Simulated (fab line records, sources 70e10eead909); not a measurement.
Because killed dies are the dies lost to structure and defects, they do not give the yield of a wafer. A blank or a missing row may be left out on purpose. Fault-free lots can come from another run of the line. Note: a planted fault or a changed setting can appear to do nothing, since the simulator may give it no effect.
fab line records | flow nand-harc
record lots=6 wafers=18 last-day=24
route steps=1159 shown A_CHANNEL_HOLE_D1@487 A_CHANNEL_FILL_D1@490
lots with no fault: from the same line, run without faults
start-h: the number of hours between the record's first day and the start of the first shown wafer of the lot | wait-h: hours since the lot's step before | " same as the row above | L1.1+2: a single row standing in for several wafers | - no value present, or no start provided | * or withheld: withheld | < > ~ a bound
route shown NAME@n: names a module that has steps shown in the file, with the first one's number in the route | usual: mean/standard deviation taken from wafers without a fault | same: alike in all rows | chamber/n: place in a boat | sites: per-site readings | _std_site: the values' standard deviation | _edge_site: the outer-site mean with the inner-site mean subtracted | radius-mm: for every site, how far away it sits from the centre of the wafer | mask NAME#n: copy n | behind: tool/chamber where the wafer was last shaped | hold: why the lot was held/for how many hours/how that ended | device: transistor that didn't switch, given as n, p or np | end of line: the route-end tests of the same wafers | a step without rows: its recipe alone | killed: dies lost to structure and defects at the first sort, not the wafer's yield | map: shows each die of a wafer: x if killed, . if not, _ if none is there
set.NAME: the setting as run; set.NAME@STEP: as run at that earlier step | model.NAME: the simulator's own value behind a step, which no gauge read
certain route steps with their lots: each step a table, each wafer a row
services: from which hour (start-h, from the record's first day; less than 0 if before it) a tool's chamber was out of use, for how many hours, and why
## steps
# step NHARC_A_CHANNEL_HOLE_D1_CD_MEAS_30
# usual cd-nm=90.9/1.5
# columns lot.wafer tool chamber start-h wait-h cd-nm
L829.1 cd-sem-03 - 218.54 - 93.4
L829.4 " - " " 91.3
L829.6 " - " " 91.4
L831.2 cd-sem-03 - 232.10 - 91.8
L831.4 " - " " 91.3
L831.6 " - " " 89.5
L835.2 cd-sem-03 - 271.01 - 91.3
L835.4 " - " " 92.7
L835.5 " - " " 92.6
L841.2 cd-sem-03 - 280.67 - 91.0
L841.5 " - " " 92.2
L841.6 " - " " 91.3
L840.2 cd-sem-03 - 281.42 - 91.0
L840.4 " - " " 88.6
L840.5 " - " " 88.4
L842.2 cd-sem-02 - 302.04 - 95.0
L842.3 " - " " 92.3
L842.4 " - " " 92.1
# step NHARC_A_CHANNEL_HOLE_D1_XSEM_31
# recipe landing-energy-ev=35000
# step NHARC_A_CHANNEL_HOLE_D1_INSPECT_40
# usual raw-defect-count=63/17
# columns lot.wafer tool chamber start-h wait-h raw-defect-count
L829.1 defect-inspect-01 - 218.73 - 45
L829.4 " - " " 54
L829.6 " - " " 57
L831.2 defect-inspect-01 - 232.29 - 76
L831.4 " - " " 64
L831.6 " - " " 62
L835.2 defect-inspect-01 - 271.20 - 60
L835.4 " - " " 57
L835.5 " - " " 76
L841.2 defect-inspect-02 - 280.85 - 71
L841.5 " - " " 40
L841.6 " - " " 50
L840.2 defect-inspect-01 - 281.61 - 79
L840.4 " - " " 82
L840.5 " - " " 85
L842.2 defect-inspect-01 - 302.22 - 88
L842.3 " - " " 84
L842.4 " - " " 65
# step NHARC_A_CHANNEL_FILL_D1_PRECLEAN_00
# recipe time-s=* temp-c=50 bath-age-min=0 chemistry=SC1
# step NHARC_A_CHANNEL_FILL_D1_SRD_01
# step NHARC_A_CHANNEL_FILL_D1_ALD_02
# recipe target-thk-a=60 pulse-time-s=10 ald-cycles=60 temp-c=300 material=SiO2
# usual heater-power-w=465/51 precursor-pulse-height-rel=0.998/0.021 susceptor-temp-C=299.97/0.2
# columns lot.wafer tool chamber start-h wait-h heater-power-w precursor-pulse-height-rel susceptor-temp-C
L829.1 ald-hk-03 0 218.92 - 390 0.998 300.15
L829.4 " 2 " " 461 0.987 300.16
L829.6 " 1 " " 467 0.996 300.19
L831.2 ald-hk-04 0 234.83 - 511 0.992 299.88
L831.4 " 3 " " 473 0.969 299.81
L831.6 " 0 " " 525 1.027 299.94
L835.4 ald-hk-03 1 271.39 - 453 0.993 299.88
L835.2 " 2 " " 461 0.970 299.83
L835.5 " 2 " " 466 0.979 299.69
L841.2 ald-hk-04 3 281.05 - 489 1.000 300.08
L841.6 " 3 " " 472 0.993 300.06
L841.5 " 0 " " 511 0.972 300.12
L840.4 ald-hk-03 3 284.82 - 470 0.960 299.93
L840.2 " 0 " " 388 1.044 299.93
L840.5 " 0 " " 387 1.010 299.54
L842.4 ald-hk-03 1 302.48 - 462 0.985 299.93
L842.2 " 2 " " 460 0.973 299.95
L842.3 " 3 " " 454 1.012 299.79
# step NHARC_A_CHANNEL_FILL_D1_ALD_03
# recipe target-thk-a=60 pulse-time-s=60 ald-cycles=58 temp-c=630 pressure-torr=2 material=SiNx
# usual precursor-pulse-height-rel=1.000/0.02 susceptor-temp-C=629.96/0.29
# columns lot.wafer tool chamber start-h wait-h precursor-pulse-height-rel susceptor-temp-C
L829.1 ald-sin-batch-02 0 - - 0.948 629.79
L829.4 " 0 " " 0.992 630.09
L829.6 " 0 " " 0.982 629.61
L831.2 ald-sin-batch-01 0 - - 0.989 630.17
L831.4 " 0 " " 1.001 629.87
L831.6 " 0 " " 1.012 629.50
L835.2 ald-sin-batch-02 0 - - 1.008 -
L835.4 " 0 " " 0.974 -
L835.5 " 0 " " 1.013 -
L841.2 ald-sin-batch-02 0 - - 0.982 -
L841.5 " 0 " " 0.992 -
L841.6 " 0 " " 0.961 -
L840.2 ald-sin-batch-01 0 - - 1.004 629.93
L840.4 " 0 " " 1.020 630.25
L840.5 " 0 " " 1.003 629.51
L842.2 ald-sin-batch-02 0 - - 1.009 630.23
L842.3 " 0 " " 0.978 630.80
L842.4 " 0 " " 0.982 630.47
# step NHARC_A_CHANNEL_FILL_D1_ALD_14
# recipe target-thk-a=25 pulse-time-s=10 ald-cycles=25 temp-c=300 material=SiO2
# step NHARC_A_CHANNEL_FILL_D1_ALD_15
# recipe target-thk-a=20 pulse-time-s=60 ald-cycles=19 temp-c=630 pressure-torr=2 material=SiNx
# usual precursor-pulse-height-rel=0.999/0.02 susceptor-temp-C=630.0/0.31
# columns lot.wafer tool chamber start-h wait-h precursor-pulse-height-rel susceptor-temp-C
L829.1 ald-sin-batch-03 0 - - 1.018 630.0
L829.4 " 0 " " 0.978 629.8
L829.6 " 0 " " 1.001 629.8
L831.2 ald-sin-batch-02 0 - - 1.012 630.3
L831.4 " 0 " " 1.012 630.7
L831.6 " 0 " " 1.010 630.9
L835.2 ald-sin-batch-03 0 - - 1.000 -
L835.4 " 0 " " 1.036 -
L835.5 " 0 " " 1.001 -
L841.2 ald-sin-batch-03 0 - - 1.004 -
L841.5 " 0 " " 0.957 -
L841.6 " 0 " " 0.994 -
L840.2 ald-sin-batch-01 0 - - 0.967 630.0
L840.4 " 0 " " 0.970 630.6
L840.5 " 0 " " 0.974 630.1
L842.2 ald-sin-batch-02 0 - - 1.008 630.2
L842.3 " 0 " " 0.975 630.1
L842.4 " 0 " " 1.004 629.8
# step NHARC_A_CHANNEL_FILL_D1_ALD_16
# recipe target-thk-a=15 pulse-time-s=10 ald-cycles=15 temp-c=300 material=SiO2
# usual heater-power-w=488/56 precursor-pulse-height-rel=1.000/0.019 susceptor-temp-C=300.00/0.2
# columns lot.wafer tool chamber start-h wait-h heater-power-w precursor-pulse-height-rel susceptor-temp-C
L829.4 ald-hk-02 3 231.31 0.2 495 1.020 299.75
L829.1 " 1 " " 492 1.008 299.59
L829.6 " 3 " " 493 0.981 299.73
L831.2 ald-hk-02 3 247.08 0.1 496 0.992 300.00
L831.4 " 0 " " 394 1.008 299.90
L831.6 " 2 " " 537 0.976 300.01
L835.4 ald-hk-04 3 285.14 1.7 484 0.972 299.94
L835.2 " 2 " " 453 0.980 300.17
L835.5 " 3 " " 483 1.011 299.84
L841.2 ald-hk-02 0 293.19 0.1 411 0.994 300.08
L841.6 " 3 " " 453 1.022 299.76
L841.5 " 0 " " 392 0.984 299.93
L840.4 ald-hk-02 1 297.04 0.1 475 0.988 -
L840.2 " 2 " " 518 0.989 -
L840.5 " 0 " " 398 0.992 -
L842.2 ald-hk-04 2 314.68 0.1 443 0.982 299.68
L842.4 " 3 " " 491 0.999 300.11
L842.3 " 0 " " 515 1.007 299.95
# step NHARC_A_CHANNEL_FILL_D1_ANNEAL_17
# recipe temp-c=850 time-s=1800
# step NHARC_A_CHANNEL_FILL_D1_CVD_18
# recipe target-thk-a=30 temp-c=550 material=poly-Si
# step NHARC_A_CHANNEL_FILL_D1_ETCHBACK_19
# recipe target-depth-a=50 time-s=1.7 hbr-flow-sccm=150 cl2-flow-sccm=50 rf-w=400 icp-w=400 bias-w=100 chemistry=HBr/Cl2
# usual drypump-motor-current-A=5.7/0.38 oes-product-au=0.995/0.017 throttle-valve-pct=26.405/0.0093
# columns lot.wafer tool chamber start-h wait-h drypump-motor-current-A oes-product-au rf-hours-counter-h throttle-valve-pct
L829.4 rie-si-04 1 242.84 0.4 6.1 1.006 1.2 26.409
L829.1 " 2 " " 5.4 1.013 1.3 26.410
L829.6 " 0 " " 6.0 1.008 - 26.392
L831.2 rie-si-03 1 258.90 0.4 5.2 0.966 0.9 26.411
L831.4 " 2 " " 6.2 0.961 0.8 26.410
L831.6 " 0 " " 5.4 0.985 - 26.405
L835.2 rie-si-03 0 297.03 0.4 5.3 0.735 1.1 26.408
L835.4 " 0 " " 5.3 0.997 - 26.395
L835.5 " 1 " " 5.2 0.965 - 26.421
L841.2 rie-si-06 2 305.27 0.4 6.1 1.018 1.0 26.397
L841.5 " 0 " " 5.3 0.993 - 26.417
L841.6 " 1 " " 5.2 1.012 - 26.396
L840.2 rie-si-03 0 308.88 0.4 5.3 0.740 1.2 26.396
L840.4 " 1 " " 5.2 0.991 1.2 26.413
L840.5 " 3 " " 5.9 0.982 - 26.411
L842.3 rie-si-06 0 327.60 0.4 5.4 0.988 1.3 26.396
L842.4 " 1 " " 5.2 1.003 1.2 26.411
L842.2 " 2 " " 6.1 0.995 1.2 26.409
# step NHARC_A_CHANNEL_FILL_D1_ETCHBACK_20
# recipe target-depth-a=270 time-s=13.5 c4f8-flow-sccm=withheld o2-flow-sccm=8 ar-flow-sccm=withheld rf-w=600 bias-w=1500 chemistry=C4F8/O2/Ar
# usual oes-product-au=0.98/0.035 rf-vpp-V=981/5.1
# columns lot.wafer tool chamber start-h wait-h oes-product-au rf-hours-counter-h rf-vpp-V
L829.1 rie-diel-07 2 242.95 - 1.00 0.3 971
L829.4 " 0 " " 0.97 0.2 985
L829.6 " 1 " " 1.02 - 976
L831.4 rie-diel-12 2 259.01 - 1.00 1.1 972
L831.2 " 3 " " 1.01 1.3 984
L831.6 " 1 " " 1.02 - 989
L835.4 rie-diel-06 0 297.19 - 0.99 1.4 980
L835.2 " 1 " " 0.97 1.5 983
L835.5 " 3 " " 1.01 - 981
L841.2 rie-diel-12 0 305.40 - 1.00 2.7 978
L841.6 " 1 " " 1.04 - 988
L841.5 " 2 " " 0.99 - 972
L840.4 rie-diel-07 2 308.99 - 1.00 10.1 970
L840.2 " 3 " " 0.99 9.9 980
L840.5 " 1 " " 1.00 - 976
L842.4 rie-diel-06 1 327.73 - 0.98 2.1 983
L842.3 " 2 " " 0.99 1.8 987
L842.2 " 0 " " 0.98 2.0 980
## services
# columns tool chamber start-h hours kind
rie-si-04 2 196.49 5.2 repair
rie-diel-06 0 200.43 12.3 repair
rie-diel-12 1 201.70 4.7 repair
rie-diel-12 - 202.40 9.0 pm
ald-hk-04 - 215.64 10.0 pm
ald-hk-04 0 215.64 10.0 vent-cycle
ald-hk-04 1 215.64 10.0 vent-cycle
ald-hk-04 2 215.64 10.0 vent-cycle
ald-hk-04 3 215.64 10.0 vent-cycle
ald-hk-04 0 225.64 - clean
ald-hk-04 1 225.64 - clean
ald-hk-04 2 225.64 - clean
ald-hk-04 3 225.64 - clean
rie-diel-07 - 228.20 9.0 pm
rie-diel-06 - 241.20 9.0 pm
rie-diel-06 2 251.69 4.9 repair
rie-diel-07 0 270.30 4.9 repair
rie-si-03 3 274.99 31.4 repair
rie-si-04 - 276.00 9.0 pm
ald-hk-02 0 280.81 10.0 vent-cycle
rie-diel-07 0 299.17 2.5 repair
rie-diel-06 - 303.65 2.1 repair
ald-sin-batch-03 - 314.00 26.0 pm
rie-diel-12 1 317.76 4.1 repair
## key
first-sign step=NHARC_A_CHANNEL_FILL_D1_ETCHBACK_19 reading=oes-product-au direction=down sigmas=15 usual=0.995 struck=0.737
effect none on later readings
met-at NHARC_A_CHANNEL_FILL_D1_ETCHBACK_19
struck-wafers L835.2,L840.2
later-rows-left-out L835.2,L840.2
sort-left-out L835.2,L840.2
tester-left-out L835,L840
onset-between 258.90 297.03
fault kind=process-parameter-drift tool=rie-si-03 chamber=- onset-h=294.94 steps=NHARC_A_CHANNEL_FILL_D1_ETCHBACK_19 channel=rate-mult offset=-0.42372 shape=step end-h=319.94 scope=struck-wafers-only
# tester-left-out: of these lots the tester's yield and bins aren't shown, on N5 and GAA mostly nor the transistor test; their killed dies are dies lost to structure and defects alone, not to doping, threshold or leakage, so they don't give the yield
# sort-left-out: the simulated sort isn't trusted on such a fault, so these wafers' sort isn't shown, and their yield isn't known
# later-rows-left-out: the simulator's readings of these wafers behind a module that went badly wrong aren't trusted and aren't shown, but for the sort
